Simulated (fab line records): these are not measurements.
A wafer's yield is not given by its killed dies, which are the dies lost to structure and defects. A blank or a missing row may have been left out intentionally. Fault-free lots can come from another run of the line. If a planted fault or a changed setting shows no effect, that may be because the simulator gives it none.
fab line records	flow n5-finfet
record: lots: 11	wafers: 30	last-day: 19
route steps=1938 shown SD_ACTIVATION@330 ILD0@343 SDB@356 BEOL_M4@1111 PASSIVATION@1936
lots that met no fault: taken from a fault-free run of the same line
start-h: hours from the record's opening day to when the first of the lot's shown wafers began	wait-h: how many hours have passed since the lot's step before this one	" identical to the entry in the row above	L1.1+2: a single row standing in for several wafers	- no value, or no start was given	* or withheld: withheld	< > ~ a bound
route shown NAME@n: NAME is a module with steps in the file, n the number in the route of the first one	usual: mean/standard deviation of fault-free wafers	same: alike in all rows	chamber/n: place in a boat	sites: the reading at each site	_std_site: standard deviation across them	_edge_site: mean of outer sites minus mean of inner sites	radius-mm: how far each site lies from the wafer's centre	mask NAME#n: copy n	behind: tool/chamber where the wafer was last shaped	hold: why the lot was held/for how many hours/how that ended	device: whichever transistor did not switch (one of n, p or np)	end of line: the same wafers' tests at the end of the route	for a step that has no rows: nothing shown but its recipe	killed: not the wafer's yield, but the dies lost to structure and defects at the first sort	map: per-die view of a wafer (x killed, . not killed, _ where there is no die)
set.NAME: the setting as run; set.NAME@STEP: as run at that earlier step	model.NAME: the simulator's own value behind a step, which no gauge read
route steps across a sampled set of lots; one table per step, one row per wafer
services: a tool's chamber out of use, with start hour (start-h, from the record's first day; less than 0 if before it), hours out, and reason
== steps ==
step: N5_SD_ACTIVATION_RTA_00
recipe: temp-c: 975	time-s: 0	ambient: N2	idle-temp-c: 600	ramp-up-c-per-s: 150	ramp-down-c-per-s: 60	cool-to-c: 600
usual: lamp-power-pct: 8.95/0.053	wafer_temp_C_max: 974.8/1.8
lot.wafer	tool	chamber	start-h	wait-h	lamp-power-pct	wafer_temp_C_max
L895.1	rtp-anneal-01	0	57.91	0.0	8.87	973.9
L895.4	"	0	"	"	8.90	974.1
L895.6	"	0	"	"	9.02	969.7
L899.1	rtp-anneal-02	0	82.10	0.2	8.99	975.6
L899.5	"	0	"	"	9.08	974.4
L899.6	"	0	"	"	8.90	975.3
L901.3	rtp-anneal-02	0	93.69	0.1	8.95	974.2
L901.6	"	0	"	"	8.92	977.5
L902.2	rtp-anneal-01	0	99.40	0.1	8.95	974.6
L902.4	"	0	"	"	9.11	974.8
L902.5	"	0	"	"	9.02	974.6
L903.1	rtp-anneal-02	0	107.19	0.0	8.92	972.4
L903.2	"	0	"	"	8.97	975.6
L903.4	"	0	"	"	9.01	976.7
L904.3	rtp-anneal-02	0	111.84	0.1	8.92	976.7
L904.5	"	0	"	"	8.91	975.4
L906.2	rtp-anneal-01	0	125.57	0.1	8.90	976.0
L906.5	"	0	"	"	8.94	979.7
L906.6	"	0	"	"	8.98	975.9
L908.4	rtp-anneal-02	0	136.23	0.3	8.93	976.5
L908.5	"	0	"	"	8.91	976.6
L916.1	rtp-anneal-01	0	182.57	0.0	8.96	973.7
L916.4	"	0	"	"	8.92	973.1
L916.5	"	0	"	"	9.00	976.7
L917.1	rtp-anneal-01	0	191.09	0.0	8.99	979.0
L917.2	"	0	"	"	8.95	972.4
L917.4	"	0	"	"	8.97	975.5
L918.3	rtp-anneal-02	0	195.56	0.2	8.95	970.0
L918.4	"	0	"	"	8.97	973.6
L918.5	"	0	"	"	8.99	975.2
step: N5_ILD0_ALD_15
recipe: material: SiNx	target-thk-a: 240	temp-c: 400	ald-precursor-family: SiH2I2	ald-co-reactant: N2/H2-plasma	pulse-time-s: 1	ald-cycles: 480	purge-time-s: 2	co-reactant-purge-time-s: 2	pressure-torr: 2
usual: ald-cycles: 480/0	heater-power-w: 871/72	precursor-pulse-height-rel: 0.998/0.02
lot.wafer	tool	chamber	start-h	wait-h	ald-cycles	heater-power-w	precursor-pulse-height-rel
L895.1	ald-sin-01	0	62.41	0.6	480	761	0.994
L895.4	"	0	63.50	1.3	480	762	0.993
L895.6	"	1	"	"	480	875	0.988
L899.1	ald-sin-01	1	86.58	0.6	480	881	1.010
L899.5	"	2	87.66	1.2	480	791	1.027
L899.6	"	1	"	"	480	849	1.036
L901.3	ald-sin-01	2	98.66	0.4	480	794	0.995
L901.6	"	0	99.74	1.1	480	750	1.004
L902.2	ald-sin-01	1	103.86	0.5	480	882	0.984
L902.4	"	1	104.95	1.3	480	869	1.022
L902.5	"	2	"	"	480	794	0.978
L903.1	ald-sin-01	2	111.74	0.6	480	779	1.011
L903.2	"	0	"	"	480	774	0.991
L903.4	"	1	112.82	1.3	480	860	1.019
L904.3	ald-sin-01	0	116.25	0.4	480	759	1.010
L904.5	"	2	117.34	1.2	480	797	0.977
L906.2	ald-sin-01	2	130.05	0.5	480	806	0.984
L906.5	"	1	131.14	1.2	448	861	0.994
L906.6	"	2	"	"	480	807	0.976
L908.4	ald-sin-01	0	141.84	1.3	480	780	1.013
L908.5	"	2	"	"	448	796	0.975
L916.1	ald-sin-04	1	187.09	0.6	480	893	0.992
L916.4	"	0	"	"	480	902	1.010
L916.5	"	0	188.18	1.2	480	937	1.036
L917.1	ald-sin-03	2	195.91	0.6	480	938	0.988
L917.2	"	3	"	"	480	886	1.021
L917.4	"	1	"	"	480	884	1.019
L918.3	ald-sin-04	2	200.69	0.7	480	966	0.998
L918.4	"	1	"	"	480	861	1.001
L918.5	"	0	201.78	1.3	480	899	0.974
step: N5_SDB_CD_MEAS_11
recipe: target-cd-nm: 50	landing-energy-ev: 500	detector: se-inlens	polarity: opening
usual: cd-nm: 49.3/1.3
lot.wafer	tool	chamber	start-h	wait-h	cd-nm
L895.1	cd-sem-03	0	65.29	-	48.2
L895.4	"	0	"	"	47.7
L895.6	"	0	"	"	50.0
L899.1	cd-sem-02	0	89.60	-	47.6
L899.5	"	0	"	"	46.9
L899.6	"	0	"	"	48.2
L901.3	cd-sem-02	0	101.67	-	49.3
L901.6	"	0	"	"	50.1
L902.2	cd-sem-02	0	106.87	-	48.4
L902.4	"	0	"	"	47.4
L902.5	"	0	"	"	50.7
L903.1	cd-sem-03	0	114.75	-	49.8
L903.2	"	0	"	"	50.3
L903.4	"	0	"	"	52.8
L904.3	cd-sem-02	0	119.27	-	50.3
L904.5	"	0	"	"	49.3
L906.2	cd-sem-03	0	132.93	-	51.3
L906.5	"	0	"	"	50.3
L906.6	"	0	"	"	51.4
L908.4	cd-sem-03	0	143.77	-	49.8
L908.5	"	0	"	"	48.5
L916.1	cd-sem-01	0	190.10	-	49.5
L916.4	"	0	"	"	48.2
L916.5	"	0	"	"	49.2
L917.1	cd-sem-01	0	198.92	-	51.2
L917.2	"	0	"	"	49.4
L917.4	"	0	"	"	48.8
L918.3	cd-sem-01	0	203.87	-	50.7
L918.4	"	0	"	"	49.3
L918.5	"	0	"	"	48.3
step: N5_SDB_OVL_MEAS_12
recipe: points-per-wafer: 44
usual: SDB_OVL: 0.1/0.71
lot.wafer	tool	chamber	start-h	wait-h	SDB_OVL[nm]
L895.1	overlay-01	0	65.32	0.0	1.4
L895.4	"	0	"	"	0.4
L895.6	"	0	"	"	1.7
L899.1	overlay-01	0	89.63	0.0	-0.7
L899.5	"	0	"	"	0.6
L899.6	"	0	"	"	-0.3
L901.3	overlay-01	0	101.70	0.0	-0.5
L901.6	"	0	"	"	0.6
L902.2	overlay-01	0	106.90	0.0	-0.9
L902.4	"	0	"	"	-0.4
L902.5	"	0	"	"	-0.1
L903.1	overlay-02	0	114.79	0.0	0.3
L903.2	"	0	"	"	0.0
L903.4	"	0	"	"	-0.1
L904.3	overlay-01	0	119.29	0.0	0.3
L904.5	"	0	"	"	-0.3
L906.2	overlay-01	0	132.96	0.0	-0.7
L906.5	"	0	"	"	-0.6
L906.6	"	0	"	"	0.6
L908.4	overlay-02	0	143.80	0.0	0.6
L908.5	"	0	"	"	0.6
L916.1	overlay-01	0	190.13	0.0	-0.3
L916.4	"	0	"	"	-1.1
L916.5	"	0	"	"	-1.5
L917.1	overlay-01	0	198.95	0.0	-1.1
L917.2	"	0	"	"	0.1
L917.4	"	0	"	"	0.3
L918.3	overlay-01	0	203.90	0.0	-0.3
L918.4	"	0	"	"	0.7
L918.5	"	0	"	"	0.7
step: N5_BEOL_M4_RC_MEAS_101
usual: DIBL_N: 35.3/1.8	DIBL_P: 35.2/2.2	IOFF_N: 0.144/0.029	IOFF_P: 0.19/0.031	ION_N: 670/12	ION_P: 460/7.6	SS_N: 71.2/0.62	SS_P: 73.0/0.69	VT_N: 251/3.4	VT_P: -251.4/2.6
lot.wafer	tool	chamber	start-h	wait-h	DIBL_N[mV/V]	DIBL_P[mV/V]	IOFF_N[nA/um]	IOFF_P[nA/um]	ION_N[uA/um]	ION_P[uA/um]	SS_N[mV/dec]	SS_P[mV/dec]	VT_N[mV]	VT_P[mV]
L895.1	prober-01	0	171.73	0.0	35.7	34.0	0.122	0.17	655	454	71.6	73.3	256	-253.7
L895.4	"	0	"	"	35.0	33.2	0.117	0.17	663	458	71.0	72.6	254	-252.2
L895.6	"	0	"	"	37.2	35.5	0.147	0.20	672	464	71.9	74.1	252	-250.0
L899.1	prober-01	0	230.68	0.0	33.6	33.4	0.115	0.17	649	449	70.6	73.0	256	-253.6
L899.5	"	0	"	"	34.9	35.3	0.136	0.18	664	455	70.9	72.0	253	-253.6
L899.6	"	0	"	"	34.4	34.1	0.120	0.16	659	452	71.2	73.2	254	-251.5
L901.3	prober-01	0	237.09	0.3	29.2	27.8	0.072	0.10	628	436	69.8	72.0	263	-260.2
L901.6	"	0	"	"	34.0	34.2	0.124	0.16	651	449	71.8	73.0	255	-253.9
L902.2	prober-02	0	237.39	0.2	35.3	35.4	0.144	0.20	670	469	71.5	73.3	250	-250.0
L902.4	"	0	"	"	33.4	32.8	0.116	0.16	660	461	70.9	72.2	254	-254.0
L902.5	"	0	"	"	33.2	33.2	0.124	0.18	668	460	70.3	72.4	249	-250.6
L903.1	prober-02	0	238.17	0.2	31.7	32.1	0.103	0.14	658	455	70.2	72.0	257	-255.7
L903.2	"	0	"	"	35.2	36.9	0.156	0.21	673	461	71.4	73.1	251	-253.1
L903.4	"	0	"	"	35.5	36.9	0.157	0.20	679	462	71.3	73.4	249	-249.9
L904.3	prober-02	0	240.90	0.3	37.6	38.0	0.183	0.24	682	463	71.2	73.8	248	-247.8
L904.5	"	0	"	"	37.7	38.2	0.181	0.24	683	464	71.9	74.0	245	-249.2
L906.2	prober-02	0	245.73	0.2	36.4	34.6	0.139	0.20	660	456	70.8	72.9	252	-251.3
L906.5	"	0	"	"	37.2	36.3	0.151	0.22	668	464	71.5	73.7	251	-249.3
L906.6	"	0	"	"	35.8	34.6	0.131	0.19	674	464	71.6	72.4	252	-250.5
L908.4	prober-01	0	247.36	0.5	34.3	33.8	0.124	0.18	679	469	71.9	72.3	254	-251.6
L908.5	"	0	"	"	36.0	36.2	0.150	0.21	687	471	72.0	72.4	249	-249.7
L916.1	prober-02	0	318.38	0.0	38.2	38.3	0.193	0.24	678	463	72.3	73.8	246	-248.2
L916.4	"	0	"	"	36.5	36.2	0.149	0.22	677	461	71.6	72.4	252	-249.9
L916.5	"	0	"	"	33.5	32.3	0.112	0.16	671	467	71.1	71.8	251	-253.5
L917.1	prober-01	0	324.31	0.0	35.8	35.3	0.138	0.20	668	456	71.2	73.1	250	-249.3
L917.2	"	0	"	"	37.0	37.5	0.159	0.23	661	460	71.6	72.8	250	-248.0
L917.4	"	0	"	"	33.9	33.2	0.114	0.16	651	450	70.2	72.4	254	-253.4
L918.3	prober-01	0	341.91	0.3	35.6	34.8	0.137	0.18	667	456	71.4	73.4	254	-254.8
L918.4	"	0	"	"	40.4	40.9	0.234	0.28	680	461	73.2	74.8	244	-247.3
L918.5	"	0	"	"	37.9	37.7	0.171	0.23	670	460	72.4	74.4	247	-250.3
step: N5_PASSIVATION_PROBE_49
usual: defect-limited-yield: 91.0/1.4	killed_at_M0_to_M3: 36/10	killed_at_M4_up: 15/5	killed-at-contacts: 12/6.1	killed-at-front-end: 40/13	killed-at-other: 3.8/2.9	killed-dies: 106/16	killed-open: 68/12	killed-short: 35/8.2	sort_bin_5_function: 5.2/0.9	sort_bin_6_memory: 3.4/0.71	sort_bin_8_speed: 0.0/0.46	sort-n-pass: 1073/17	sort-yield-pct: 91.0/1.5
same: gross-dies: 1180	killed-at-back-side: 0	sort_bin_4_leakage[%]: 0
lot.wafer	tool	chamber	start-h	wait-h	defect-limited-yield[%]	killed_at_M0_to_M3	killed_at_M4_up	killed-at-contacts	killed-at-front-end	killed-at-other	killed-dies	killed-open	killed-short	sort_bin_5_function[%]	sort_bin_6_memory[%]	sort_bin_8_speed[%]	sort-n-pass	sort-yield-pct[%]
L899.1	prober-02	-	338.78	0.0	91.4	25	11	12	53	1	102	69	30	5.8	2.5	0	1078	91.4
L899.5	prober-02	-	338.98	0.2	93.2	31	9	7	33	0	80	53	26	3.4	3.1	0	1100	93.2
L899.6	prober-02	-	339.03	0.3	94.1	11	10	13	35	1	70	45	22	2.8	2.7	0	1110	94.1
L903.1	prober-01	-	355.54	0.0	92.2	27	8	19	37	1	92	58	32	4.6	3.0	0	1088	92.2
L903.2	prober-01	-	355.59	0.1	91.7	23	16	15	44	0	98	69	26	4.4	3.6	0	1082	91.7
L903.4	prober-01	-	355.69	0.2	89.7	42	13	22	44	0	121	81	35	6.1	3.8	0	1059	89.7
L901.3	prober-01	-	375.78	0.3	90.3	51	21	10	23	9	114	80	32	5.7	3.6	5.5	1001	84.8
L901.6	prober-01	-	375.93	0.5	88.3	49	25	3	58	3	138	76	55	6.7	4.7	0	1042	88.3
L916.1	prober-01	-	432.70	0.0	91.4	43	12	9	33	5	102	61	37	5.7	2.4	0	1078	91.4
L916.4	prober-01	-	432.85	0.2	88.1	20	15	13	85	8	141	83	54	6.1	5.1	0	1039	88.1
L916.5	prober-01	-	432.90	0.2	87.4	34	19	11	80	5	149	94	49	6.5	5.2	0	1031	87.4
L918.3	prober-02	-	452.92	0.1	91.5	42	17	11	25	5	100	69	28	4.5	3.2	0	1080	91.5
L918.4	prober-02	-	452.97	0.2	89.8	27	12	9	70	2	120	73	46	5.7	4.0	0	1060	89.8
L918.5	prober-02	-	453.02	0.2	92.3	31	18	4	32	6	91	67	21	4.8	2.8	0	1089	92.3
killed by level:class
L899.1 STI_FIN_REVEAL:geometric-particle:open=11 FIN_SAQP:geometric-particle:open=10 DUMMY_GATE:geometric-particle:open=9 MOL_CONTACT_COAG:geometric-particle:open=9 FIN_SAQP:geometric-particle:short=8 BEOL_M2:geometric-particle:open=6 BEOL_M0_SAQP:geometric-particle:short=5 BEOL_M1:geometric-particle:open=5
L899.5 FIN_SAQP:geometric-particle:short=15 BEOL_M2:geometric-particle:open=11 FIN_SAQP:geometric-particle:open=10 BEOL_M3:geometric-particle:open=8 MOL_CONTACT_COAG:geometric-particle:open=6 BEOL_M0_SAQP:geometric-particle:short=5 STARTING-WAFER:geometric-particle:open=3 BEOL_M0_SAQP:geometric-particle:open=3
L899.6 FIN_SAQP:geometric-particle:open=15 FIN_SAQP:geometric-particle:short=9 MOL_CONTACT_COAG:geometric-particle:open=8 MOL_CONTACT_COAG:geometric-particle:short=4 BEOL_M5:geometric-particle:open=4 STARTING-WAFER:geometric-particle:open=3 STI_FIN_REVEAL:geometric-particle:open=2 DUMMY_GATE:geometric-particle:open=2
L903.1 MOL_CONTACT_COAG:geometric-particle:open=14 BEOL_M1:geometric-particle:open=7 BEOL_M2:geometric-particle:open=7 FIN_SAQP:geometric-particle:open=5 ILD0:geometric-particle:short=5 STI_FIN_REVEAL:geometric-particle:open=5 DUMMY_GATE:geometric-particle:open=5 MOL_CONTACT_COAG:geometric-particle:short=5
L903.2 FIN_SAQP:geometric-particle:short=11 MOL_CONTACT_COAG:geometric-particle:open=11 STI_FIN_REVEAL:geometric-particle:open=9 BEOL_M1:geometric-particle:open=7 BEOL_M0_SAQP:geometric-particle:open=5 BEOL_M2:geometric-particle:open=5 DUMMY_GATE:geometric-particle:open=4 MOL_CONTACT_COAG:geometric-particle:short=4
L903.4 MOL_CONTACT_COAG:geometric-particle:open=16 STI_FIN_REVEAL:geometric-particle:open=11 BEOL_M0_SAQP:geometric-particle:short=10 BEOL_M2:geometric-particle:open=10 FIN_SAQP:geometric-particle:open=8 BEOL_M1:geometric-particle:open=8 MOL_CONTACT_COAG:geometric-particle:short=6 FIN_SAQP:geometric-particle:short=5
L901.3 BEOL_M2:geometric-particle:open=13 BEOL_M1:geometric-particle:open=11 MOL_CONTACT_COAG:geometric-particle:open=10 BEOL_M0_SAQP:geometric-particle:open=8 BEOL_M4:geometric-particle:open=8 FIN_SAQP:geometric-particle:open=6 STI_FIN_REVEAL:geometric-particle:open=6 BEOL_M0_SAQP:geometric-particle:short=6
L901.6 BEOL_M0_SAQP:geometric-particle:short=16 STI_FIN_REVEAL:geometric-particle:open=13 FIN_SAQP:geometric-particle:open=10 FIN_SAQP:geometric-particle:short=10 BEOL_M1:geometric-particle:open=9 BEOL_M4:geometric-particle:open=7 BEOL_M2:geometric-particle:open=6 STARTING-WAFER:geometric-particle:open=6
L916.1 FIN_SAQP:geometric-particle:short=10 BEOL_M2:geometric-particle:open=10 MOL_CONTACT_COAG:geometric-particle:open=9 BEOL_M0_SAQP:geometric-particle:short=9 BEOL_M3:geometric-particle:open=8 STI_FIN_REVEAL:geometric-particle:open=6 FIN_SAQP:geometric-particle:open=4 BEOL_M1:geometric-particle:open=4
L916.4 STI_FIN_REVEAL:geometric-particle:open=20 FIN_SAQP:geometric-particle:short=19 FIN_SAQP:geometric-particle:open=15 MOL_CONTACT_COAG:geometric-particle:open=10 BEOL_M4:geometric-particle:open=7 DUMMY_GATE:geometric-particle:open=7 BEOL_M3:geometric-particle:short=6 GATE_CUT:geometric-particle:short=4
L916.5 STI_FIN_REVEAL:geometric-particle:open=25 FIN_SAQP:geometric-particle:short=17 BEOL_M2:geometric-particle:open=12 FIN_SAQP:geometric-particle:open=10 MOL_CONTACT_COAG:geometric-particle:open=8 STI_FIN_REVEAL:geometric-particle:short=7 BEOL_M0_SAQP:geometric-particle:open=7 BEOL_M0_SAQP:geometric-particle:short=5
L918.3 BEOL_M0_SAQP:geometric-particle:open=11 STI_FIN_REVEAL:geometric-particle:open=10 BEOL_M2:geometric-particle:open=10 MOL_CONTACT_COAG:geometric-particle:open=9 BEOL_M0_SAQP:geometric-particle:short=9 BEOL_M4:geometric-particle:open=8 FIN_SAQP:geometric-particle:short=4 GATE_CUT:geometric-particle:short=4
L918.4 STI_FIN_REVEAL:geometric-particle:open=16 FIN_SAQP:geometric-particle:short=13 FIN_SAQP:geometric-particle:open=12 GATE_CUT:geometric-particle:short=11 MOL_CONTACT_COAG:geometric-particle:open=8 BEOL_M4:geometric-particle:open=7 BEOL_M0_SAQP:geometric-particle:short=6 BEOL_M0_SAQP:geometric-particle:open=6
L918.5 STI_FIN_REVEAL:geometric-particle:open=13 BEOL_M3:geometric-particle:open=9 BEOL_M4:geometric-particle:open=9 BEOL_M0_SAQP:geometric-particle:open=8 BEOL_M0_SAQP:geometric-particle:short=6 FIN_SAQP:geometric-particle:open=4 GATE_CUT:geometric-particle:short=4 MOL_CONTACT_COAG:geometric-particle:open=4
== services ==
tool	chamber	start-h	hours	kind
ald-sin-03	2	36.17	30.6	repair
ald-sin-03	-	46.93	2.8	pm
ald-sin-01	1	53.47	5.8	repair
ald-sin-04	1	63.54	2.9	repair
ald-sin-04	2	64.22	4.0	repair
ald-sin-01	0	78.08	1.3	repair
ald-sin-03	2	83.42	-	calibration
ald-sin-03	-	85.25	14.0	pm
ald-sin-03	0	85.25	14.0	vent-cycle
ald-sin-03	1	85.25	14.0	vent-cycle
ald-sin-03	2	85.25	14.0	vent-cycle
ald-sin-03	-	110.50	6.0	pm
ald-sin-03	0	123.41	7.3	repair
ald-sin-04	2	159.43	13.7	repair
ald-sin-03	-	170.87	0.7	repair
ald-sin-01	-	176.88	14.0	pm
ald-sin-01	0	176.88	14.0	vent-cycle
ald-sin-01	1	176.88	14.0	vent-cycle
ald-sin-01	2	176.88	14.0	vent-cycle
ald-sin-01	3	176.88	14.0	vent-cycle
ald-sin-01	0	190.88	-	clean
ald-sin-01	1	190.88	-	clean
ald-sin-01	2	190.88	-	clean
ald-sin-01	3	190.88	-	clean
== key ==
first-sign: step: N5_ILD0_ALD_15	reading: ald-cycles	direction: down	sigmas: 99+	usual: *	struck: *
effect none on later readings
met-at N5_ILD0_ALD_15
struck-lots L906,L908
struck-wafers L906.5,L908.5
not-acting-at N5_SD_ACTIVATION_RTA_00,N5_SDB_CD_MEAS_11,N5_SDB_OVL_MEAS_12
onset-between 116.25 130.05
fault: kind: process-parameter-drift	tool: ald-sin-01	chamber: -	onset-h: 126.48	steps: N5_ILD0_ALD_15	channel: ald-cycles	offset: *	shape: step	end-h: 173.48	scope: struck-wafers-only	acts-in: *	stated: *
